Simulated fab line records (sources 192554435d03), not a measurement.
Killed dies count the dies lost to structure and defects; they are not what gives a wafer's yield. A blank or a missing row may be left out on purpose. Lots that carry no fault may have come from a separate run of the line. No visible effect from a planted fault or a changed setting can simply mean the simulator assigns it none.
fab line records    flow n5-finfet
record: lots: 7  wafers: 21
route steps=1938 shown WELL_APT@24 PMOS_HMC_CHANNEL_EPI@57 FIN_SAQP@108 FIN_CUT@169 SD_EPI_N@279
start-h: hours from the record's opening day to when the first of the lot's shown wafers began    wait-h: hours from the lot's prior step to this one    " same as the row above    L1.1+2: one row covering several wafers at once    - no value present, or no start provided    * or withheld: withheld    < > ~ a bound
route shown NAME@n: a module of which the file shows steps, and the number in the route of the first    usual: average and standard deviation across the fault-free wafers    same: alike in all rows    chamber/n: place in a boat    sites: the reading at each site    _std_site: the values' standard deviation    _edge_site: outer sites' mean less inner sites'    radius-mm: for every site, how far away it sits from the centre of the wafer    mask NAME#n: copy n    behind: the last tool/chamber to shape the wafer    hold: why the lot went on hold/how many hours it stayed there/how the hold came to an end    device: the n, p or np transistor that did not switch    end of line: the tests these same wafers got at the end of their route    step lacking rows: just its recipe    killed: the dies lost at the first sort to structure and to defects; this is not the yield of the wafer    map: a wafer's dies, marking killed ones x, the rest . and places with no die _
set.NAME: setting as actually run; set.NAME@STEP: the setting as run at that earlier step    model.NAME: the simulator's own value behind a step, which no gauge read
lots with deliberately changed settings; one table per step, one row per wafer
== steps ==
step: N5_WELL_APT_EXPOSE_05
recipe: mask-id: NWELL  na: 0.8  source-shape: conventional  sigma-outer: 0.8  polarization: unpolarized  defocus-nm: 0  target-cd-nm: 200  dose-mj: 20.3
lot.wafer   tool            chamber  start-h  wait-h  mask     set.dose-mj
L076.3      krf-scanner-01  0        25.76    -       NWELL#0  20.3
L076.4+6    "               0        "        "       NWELL#0  19.43
L090.1+3    krf-scanner-02  0        109.55   -       NWELL#0  20.3
L090.2      "               0        "        "       NWELL#0  18.93
L091.1+3    krf-scanner-02  0        115.52   -       NWELL#0  20.3
L091.6      "               0        "        "       NWELL#0  19.04
L092.1+5+6  krf-scanner-02  0        121.43   -       NWELL#0  20.3
L094.2+6    krf-scanner-02  0        133.56   -       NWELL#0  20.3
L094.3      "               0        "        "       NWELL#0  21.8
L095.4+5+6  krf-scanner-01  0        139.55   -       NWELL#0  20.3
L096.1+3+4  krf-scanner-02  0        145.64   -       NWELL#0  20.3
step: N5_WELL_APT_DEVELOP_07
recipe: develop-time-s: 45  rinse-liquid: surfactant-rinse  dry: air-spin  dev-temp-c: 21
lot.wafer   tool            chamber  start-h  wait-h  set.develop-time-s
L076.3+4    litho-track-01  0        -        -       45
L076.6      "               0        "        "       35.71
L090.1+2    litho-track-01  0        -        -       45
L090.3      "               0        "        "       35.61
L091.1+3    litho-track-02  0        -        -       48.62
L091.6      "               0        "        "       45
L092.1+5+6  litho-track-05  0        -        -       45
L094.2+6    litho-track-05  0        -        -       52.4
L094.3      "               0        "        "       45
L095.4+5+6  litho-track-02  0        -        -       45
L096.1+3+4  litho-track-02  0        -        -       45
step: N5_WELL_APT_HARDBAKE_12
recipe: temp-c: 130  time-s: 120
step: N5_WELL_APT_CD_MEAS_08
recipe: target-cd-nm: 200  landing-energy-ev: 500  detector: se-inlens
usual: cd-nm: 199.7/1.6
lot.wafer  tool       chamber  start-h  wait-h  set.dose-mj@WELL_APT_EXPOSE_05  cd-nm
L076.3     cd-sem-01  0        25.92    -       20.3                            200.0
L076.4     "          0        "        "       19.43                           193.4
L076.6     "          0        "        "       19.43                           190.9
L090.1     cd-sem-01  0        109.72   -       20.3                            198.8
L090.2     "          0        "        "       18.93                           190.3
L090.3     "          0        "        "       20.3                            200.2
L091.1     cd-sem-03  0        115.69   -       20.3                            199.8
L091.3     "          0        "        "       20.3                            197.1
L091.6     "          0        "        "       19.04                           186.8
L092.1     cd-sem-03  0        121.60   -       20.3                            203.4
L092.5     "          0        "        "       20.3                            202.3
L092.6     "          0        "        "       20.3                            199.6
L094.2     cd-sem-01  0        133.73   -       20.3                            201.0
L094.3     "          0        "        "       21.8                            210.4
L094.6     "          0        "        "       20.3                            200.0
L095.4     cd-sem-01  0        139.71   -       20.3                            201.4
L095.5     "          0        "        "       20.3                            198.5
L095.6     "          0        "        "       20.3                            196.4
L096.1     cd-sem-02  0        145.81   -       20.3                            198.1
L096.3     "          0        "        "       20.3                            199.1
L096.4     "          0        "        "       20.3                            202.1
step: N5_WELL_APT_DESCUM_13
recipe: chemistry: O2  time-s: 7.9  source-power-w: 50  bias-power-w: 20  pressure-mtorr: 20  rf-frequency-hz: 2.712e+07  temp-c: 40  o2-flow-sccm: 225
lot.wafer  tool         chamber  start-h  wait-h  set.dose-mj@WELL_APT_EXPOSE_05  model.WELL_APT.cd-nm
L076.3     rie-diel-01  3        26.01    0.0     20.3                            200.1
L076.4     "            1        "        "       19.43                           193.3
L076.6     "            1        "        "       19.43                           190.9
L090.1     rie-diel-02  3        110.63   0.9     20.3                            198.9
L090.2     "            1        "        "       18.93                           190.2
L090.3     "            0        "        "       20.3                            200
L091.1     rie-diel-01  2        115.98   0.2     20.3                            200.1
L091.3     "            0        "        "       20.3                            197.3
L091.6     "            1        "        "       19.04                           186.8
L092.1     rie-diel-01  2        122.71   1.1     20.3                            203.8
L092.5     "            1        "        "       20.3                            202.3
L092.6     "            2        "        "       20.3                            199.6
L094.2     rie-diel-02  3        134.10   0.3     20.3                            201.1
L094.3     "            2        "        "       21.8                            210.5
L094.6     "            1        "        "       20.3                            199.7
L095.4     rie-diel-06  1        139.80   0.0     20.3                            201.2
L095.5     "            0        "        "       20.3                            198.7
L095.6     "            1        "        "       20.3                            196.1
L096.1+3   rie-diel-06  0,3      145.90   0.0     20.3                            198.5
L096.4     "            2        "        "       20.3                            201.9
step: N5_PMOS_HMC_CHANNEL_EPI_HM_DEP_34
recipe: material: SiO2  target-thk-a: 360  temp-c: 400  precursor: TEOS/O2  pressure-torr: 6.5  rf-w: 900  teos-flow-sccm: 161.4  gas: O2  flow-sccm: 2650  time-s: 6.9
lot.wafer  tool      chamber  start-h  wait-h  set.time-s  model.SiO2_of_PMOS_HMC_CHANNEL_EPI_HM_DEP_34.thk-nm
L076.3     pecvd-02  1        29.70    0.0     6.566       34.95
L076.4     "         0        "        "       6.9         36.29
L076.6     "         0        "        "       6.566       34.7
L090.1     pecvd-03  2        114.27   0.0     6.9         35.68
L090.2     "         1        "        "       6.9         35.33
L090.3     "         0        "        "       6.036       31.26
L091.1     pecvd-03  2        119.19   0.0     6.018       31.44
L091.3     "         1        "        "       6.9         35.28
L091.6     "         2        "        "       6.018       31.77
L092.1     pecvd-01  2        127.44   0.0     6.9         36.47
L092.5     "         2        "        "       6.9         36.7
L092.6     "         0        "        "       6.9         36.53
L094.2     pecvd-03  2        137.05   0.0     6.9         35.32
L094.3     "         1        "        "       6.9         35.08
L094.6     "         0        "        "       6.9         35.17
L095.4     pecvd-03  0        142.63   0.0     6.9         35.68
L095.5     "         1        "        "       6.9         36.39
L095.6     "         2        "        "       6.9         36.27
L096.1     pecvd-03  1        148.97   0.0     6.9         35.65
L096.3     "         0        "        "       6.9         35.17
L096.4     "         0        "        "       6.9         36.09
step: N5_PMOS_HMC_CHANNEL_EPI_COAT_31
recipe: resist: BARC  temp-c: 205  time-s: 60  spin-rpm: 1500  resist-thk-nm: 66
lot.wafer   tool            chamber  start-h  wait-h  set.temp-c
L076.3+4+6  litho-track-05  0        29.76    0.0     196.4
L090.1      litho-track-04  0        114.32   0.0     205
L090.2+3    "               0        "        "       200.6
L091.1+3    litho-track-04  0        119.24   0.0     199.1
L091.6      "               0        "        "       205
L092.1+5+6  litho-track-03  0        127.50   0.0     205
L094.2      litho-track-05  0        137.11   0.0     205
L094.3+6    "               0        "        "       210.3
L095.4+5    litho-track-03  0        142.67   0.0     200.1
L095.6      "               0        "        "       205
L096.1+3    litho-track-05  0        149.02   0.0     211.6
L096.4      "               0        "        "       205
step: N5_PMOS_HMC_CHANNEL_EPI_COAT_03
recipe: resist: CAR-ArF-block  spin-rpm: 1500  resist-thk-nm: 205
step: N5_PMOS_HMC_CHANNEL_EPI_EBR_05
recipe: solvent: PGMEA  ebr-width-mm: 1.5
step: N5_PMOS_HMC_CHANNEL_EPI_STRIP_17
recipe: chemistry: SPM  time-s: 750  temp-c: 130  h2so4-h2o2-vol-ratio: 4  dry: ipa-marangoni
step: N5_PMOS_HMC_CHANNEL_EPI_ETCH_38
recipe: chemistry: CF4  target: SiO2  target-depth-a: 15  ion-energy-ev: 350  pressure-mtorr: 10  icp-w: 800  bias-w: 400  cf4-flow-sccm: 80
step: N5_PMOS_HMC_CHANNEL_EPI_FIN_RECESS_16
recipe: chemistry: HBr/Cl2  target: Si  mask-material: SiO2  target-depth-a: 540  time-s: 18  pressure-mtorr: 10  icp-w: 800  bias-w: 75  HBr_flow_sccm: 150  Cl2_flow_sccm: 80
lot.wafer  tool       chamber  start-h  wait-h  set.time-s@PMOS_HMC_CHANNEL_EPI_HM_DEP_34  model.SiO2_of_PMOS_HMC_CHANNEL_EPI_HM_DEP_34.thk-nm
L076.3     rie-si-05  2        30.52    0.0     6.566                                      29.27
L076.4     "          3        "        "       6.9                                        30.8
L076.6     "          0        "        "       6.566                                      28.96
L090.1     rie-si-06  0        115.37   0.0     6.9                                        29.96
L090.2     "          2        "        "       6.9                                        29.69
L090.3     "          3        "        "       6.036                                      25.45
L091.1     rie-si-06  1        120.14   0.0     6.018                                      25.8
L091.3     "          0        "        "       6.9                                        29.62
L091.6     "          2        "        "       6.018                                      26.09
L092.1     rie-si-05  2        128.65   0.0     6.9                                        30.73
L092.5     "          1        "        "       6.9                                        31.03
L092.6     "          0        "        "       6.9                                        30.81
L094.2     rie-si-05  0        137.91   0.0     6.9                                        29.67
L094.3     "          3        "        "       6.9                                        29.57
L094.6     "          0        "        "       6.9                                        29.48
L095.4     rie-si-01  0        143.50   0.0     6.9                                        29.89
L095.5     "          0        "        "       6.9                                        30.67
L095.6     "          3        "        "       6.9                                        30.64
L096.1     rie-si-06  3        149.92   0.0     6.9                                        29.86
L096.3     "          1        "        "       6.9                                        29.66
L096.4     "          0        "        "       6.9                                        30.47
step: N5_FIN_SAQP_EXPOSE_13
recipe: mask-id: FIN_CORE  na: 1.35  source-shape: dipole  sigma-inner: 0.538  sigma-outer: 0.738  polarization: te  target-cd-nm: 35.6  dose-mj: 63.25
lot.wafer   tool             chamber  start-h  wait-h  mask        set.dose-mj
L076.3+6    arfi-scanner-03  0        34.41    -       FIN_CORE#0  66.15
L076.4      "                0        "        "       FIN_CORE#0  63.25
L090.1+2    arfi-scanner-03  0        118.97   -       FIN_CORE#0  63.25
L090.3      "                0        "        "       FIN_CORE#0  65.26
L091.1      arfi-scanner-01  0        123.63   -       FIN_CORE#0  62.01
L091.3+6    "                0        "        "       FIN_CORE#0  63.25
L092.1+5+6  arfi-scanner-02  0        132.50   -       FIN_CORE#0  63.25
L094.2      arfi-scanner-01  0        141.42   -       FIN_CORE#0  67.75
L094.3+6    "                0        "        "       FIN_CORE#0  63.25
L095.4+6    arfi-scanner-01  0        147.08   -       FIN_CORE#0  63.25
L095.5      "                0        "        "       FIN_CORE#0  61.84
L096.1+3+4  arfi-scanner-02  0        153.79   -       FIN_CORE#0  63.25
step: N5_FIN_SAQP_PEB_14
recipe: peb-temp-c: withheld  peb-time-s: 60  resist: CAR-ArF
step: N5_FIN_SAQP_DEVELOP_15
recipe: develop-time-s: 30  developer: TMAH  resist: CAR-ArF  dev-temp-c: 23  rinse-liquid: diw  dry: air-spin
step: N5_FIN_SAQP_CD_MEAS_16
recipe: target-cd-nm: 35.6  landing-energy-ev: 500  detector: se-inlens
usual: cd-nm: 35.7/0.39
lot.wafer  tool       chamber  start-h  wait-h  set.dose-mj@FIN_SAQP_EXPOSE_13  cd-nm
L076.3     cd-sem-01  0        34.53    -       66.15                           34.6
L076.4     "          0        "        "       63.25                           36.0
L076.6     "          0        "        "       66.15                           35.2
L090.1     cd-sem-03  0        119.10   -       63.25                           35.7
L090.2     "          0        "        "       63.25                           35.5
L090.3     "          0        "        "       65.26                           35.1
L091.1     cd-sem-01  0        123.76   -       62.01                           35.8
L091.3     "          0        "        "       63.25                           35.7
L091.6     "          0        "        "       63.25                           35.7
L092.1     cd-sem-01  0        132.63   -       63.25                           36.1
L092.5     "          0        "        "       63.25                           36.0
L092.6     "          0        "        "       63.25                           35.9
L094.2     cd-sem-03  0        141.54   -       67.75                           34.0
L094.3     "          0        "        "       63.25                           36.3
L094.6     "          0        "        "       63.25                           35.3
L095.4     cd-sem-01  0        147.20   -       63.25                           36.3
L095.5     "          0        "        "       61.84                           36.7
L095.6     "          0        "        "       63.25                           35.9
L096.1     cd-sem-02  0        153.92   -       63.25                           35.6
L096.3     "          0        "        "       63.25                           35.7
L096.4     "          0        "        "       63.25                           35.4
step: N5_FIN_CUT_ETCH_21
recipe: chemistry: N2/H2  target: SOC  target-depth-a: 2190  overetch-a: 438  mask-material: SiARC  temp-c: 40  ion-energy-ev: 100  bias-w: 61  time-s: 523.5  pressure-mtorr: 30  source-w: 850  n2-flow-sccm: 200  h2-flow-sccm: 200
lot.wafer   tool         chamber  start-h  wait-h  set.time-s  model.SiARC_of_FIN_CUT_COAT_19.thk-nm
L076.3+6    rie-diel-03  0        39.73    0.0     523.5       11.8
L076.4      "            2        "        "       523.5       12
L090.1      rie-diel-04  0        125.84   0.0     523.5       11.6
L090.2      "            1        "        "       636.2       10.2
L090.3      "            2        "        "       636.2       10
L091.1      rie-diel-04  3        132.75   0.0     411.8       13.6
L091.3      "            0        "        "       523.5       11.6
L091.6      "            0        "        "       411.8       13.4
L092.1      rie-diel-04  2        138.70   0.0     523.5       11.8
L092.5      "            2        "        "       523.5       11.6
L092.6      "            1        "        "       523.5       12
L094.2+3+6  rie-diel-05  3,2,0    146.74   0.0     523.5       12
L095.4+6    rie-diel-05  0        153.51   0.0     523.5       11.8
L095.5      "            1        "        "       523.5       12.4
L096.1      rie-diel-05  2        158.95   0.0     523.5       12
L096.3      "            1        "        "       409.5       14
L096.4      "            3        "        "       523.5       11.8
step: N5_SD_EPI_N_ETCH_16
recipe: chemistry: CHF3/O2  target: SiO2  target-depth-a: 50  mask-material: SOC  pressure-mtorr: 30  source-w: 650  bias-w: 170  Ar_flow_sccm: 200  CHF3_flow_sccm: 50  O2_flow_sccm: 5  ion-energy-ev: 200
lot.wafer  tool         chamber  start-h  wait-h  set.target-depth-a  model.etch.depth-nm
L076.3     rie-diel-06  1        62.25    0.1     50                  4.9
L076.4     "            3        "        "       50                  4.97
L076.6     "            0        "        "       50                  4.815
L090.1     rie-diel-06  0        148.19   0.1     45.85               4.659
L090.2     "            2        "        "       45.85               4.633
L090.3     "            1        "        "       50                  4.943
L091.1     rie-diel-06  2        155.70   0.1     50                  5.004
L091.3     "            3        "        "       50                  5.046
L091.6     "            2        "        "       44.49               4.446
L092.1     rie-diel-02  2        160.57   0.1     50                  5.009
L092.5     "            1        "        "       50                  5.085
L092.6     "            2        "        "       50                  5.042
L094.2     rie-diel-06  3        169.74   0.1     50                  5.024
L094.3     "            1        "        "       50                  4.929
L094.6     "            1        "        "       50                  4.934
L095.4     rie-diel-02  3        176.15   0.1     50                  5.041
L095.5     "            0        "        "       52.25               5.21
L095.6     "            3        "        "       50                  4.958
L096.1     rie-diel-01  3        182.04   0.1     50                  4.869
L096.3     "            0        "        "       44.51               4.391
L096.4     "            2        "        "       44.51               4.365
step: N5_SD_EPI_N_EPI_21
recipe: material: Si:P  dopant: P  temp-c: 680  pressure-torr: 255  time-s: 690
lot.wafer  tool          chamber  start-h  wait-h  set.time-s  model.Si-P_of_SD_EPI_N_EPI_21.thk-nm
L076.3     epi-rpcvd-03  0        64.72    1.2     624.4       54.6
L076.4     "             0        "        "       690         57.8
L076.6     "             0        "        "       690         58.2
L090.1     epi-rpcvd-01  0        149.25   0.1     604.2       55
L090.2     "             0        "        "       604.2       55.2
L090.3     "             0        "        "       690         60.4
L091.1     epi-rpcvd-04  0        156.77   0.1     820.9       65.4
L091.3     "             0        "        "       690         58.4
L091.6     "             0        "        "       820.9       66.4
L092.1     epi-rpcvd-03  0        161.86   0.1     690         59.8
L092.5     "             0        162.98   1.1     690         59.2
L092.6     "             0        "        "       690         60
L094.2     epi-rpcvd-04  0        171.08   0.4     745.1       62.6
L094.3     "             0        "        "       690         58.8
L094.6     "             0        "        "       745.1       61.8
L095.4     epi-rpcvd-03  0        178.05   0.9     690         59.8
L095.5     "             0        "        "       642.8       55.8
L095.6     "             0        "        "       690         59.6
L096.1     epi-rpcvd-03  0        183.10   0.1     575.9       52.2
L096.3     "             0        "        "       575.9       52
L096.4     "             0        "        "       575.9       52.4
step: N5_SD_EPI_N_EPI_MEAS_23
recipe: mode: xrd
usual: thk-nm: 59.2/1.3
lot.wafer  tool           chamber  start-h  wait-h  set.time-s@SD_EPI_N_EPI_21  thk-nm
L076.3     film-metro-01  -        66.75    1.6     624.4                       53.3
L076.4     "              -        "        "       690                         58.0
L076.6     "              -        "        "       690                         58.9
L090.1     film-metro-02  -        150.96   1.5     604.2                       57.2
L090.2     "              -        "        "       604.2                       54.5
L090.3     "              -        "        "       690                         59.3
L091.1     film-metro-02  -        158.48   1.4     820.9                       66.2
L091.3     "              -        "        "       690                         57.7
L091.6     "              -        "        "       820.9                       64.7
L092.1     film-metro-01  -        163.58   1.4     690                         60.9
L092.5     "              -        "        "       690                         58.8
L092.6     "              -        "        "       690                         61.1
L094.2     film-metro-01  -        172.51   1.2     745.1                       62.1
L094.3     "              -        "        "       690                         59.2
L094.6     "              -        "        "       745.1                       60.6
L095.4     film-metro-02  -        178.95   0.6     690                         59.1
L095.5     "              -        "        "       642.8                       53.6
L095.6     "              -        "        "       690                         60.6
L096.1     film-metro-01  -        184.82   1.5     575.9                       51.4
L096.3     "              -        "        "       575.9                       53.4
L096.4     "              -        "        "       575.9                       52.6
== key ==
split: step: N5_WELL_APT_EXPOSE_05  setting: dose-mj  stated: 20.3  by: wafer
response: step: N5_WELL_APT_CD_MEAS_08  reading: cd-nm  change: +1.54  per: 1%  r: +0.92
response: step: N5_WELL_APT_DESCUM_13  reading: model.WELL_APT.cd-nm  change: +1.56  per: 1%  r: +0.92
split: step: N5_WELL_APT_DEVELOP_07  setting: develop-time-s  stated: 45  by: wafer
response none clear
split: step: N5_PMOS_HMC_CHANNEL_EPI_HM_DEP_34  setting: time-s  stated: 6.9  by: wafer
response: step: N5_PMOS_HMC_CHANNEL_EPI_HM_DEP_34  reading: model.SiO2_of_PMOS_HMC_CHANNEL_EPI_HM_DEP_34.thk-nm  change: +0.312  per: 1%  r: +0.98
response: step: N5_PMOS_HMC_CHANNEL_EPI_FIN_RECESS_16  reading: model.SiO2_of_PMOS_HMC_CHANNEL_EPI_HM_DEP_34.thk-nm  change: +0.32  per: 1%  r: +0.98
split: step: N5_PMOS_HMC_CHANNEL_EPI_COAT_31  setting: temp-c  stated: 205  by: wafer
response none clear
split: step: N5_FIN_SAQP_EXPOSE_13  setting: dose-mj  stated: 63.25  by: wafer
response: step: N5_FIN_SAQP_CD_MEAS_16  reading: cd-nm  change: -0.231  per: 1%  r: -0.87
split: step: N5_FIN_CUT_ETCH_21  setting: time-s  stated: 523.5  by: wafer
response: step: N5_FIN_CUT_ETCH_21  reading: model.SiARC_of_FIN_CUT_COAT_19.thk-nm  change: -0.0851  per: 1%  r: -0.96
split: step: N5_SD_EPI_N_ETCH_16  setting: target-depth-a  stated: 50  by: wafer
response: step: N5_SD_EPI_N_ETCH_16  reading: model.etch.depth-nm  change: +0.0459  per: 1%  r: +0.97
split: step: N5_SD_EPI_N_EPI_21  setting: time-s  stated: 690  by: wafer
response: step: N5_SD_EPI_N_EPI_21  reading: model.Si-P_of_SD_EPI_N_EPI_21.thk-nm  change: +0.411  per: 1%  r: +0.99
response: step: N5_SD_EPI_N_EPI_MEAS_23  reading: thk-nm  change: *  per: 1%  r: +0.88
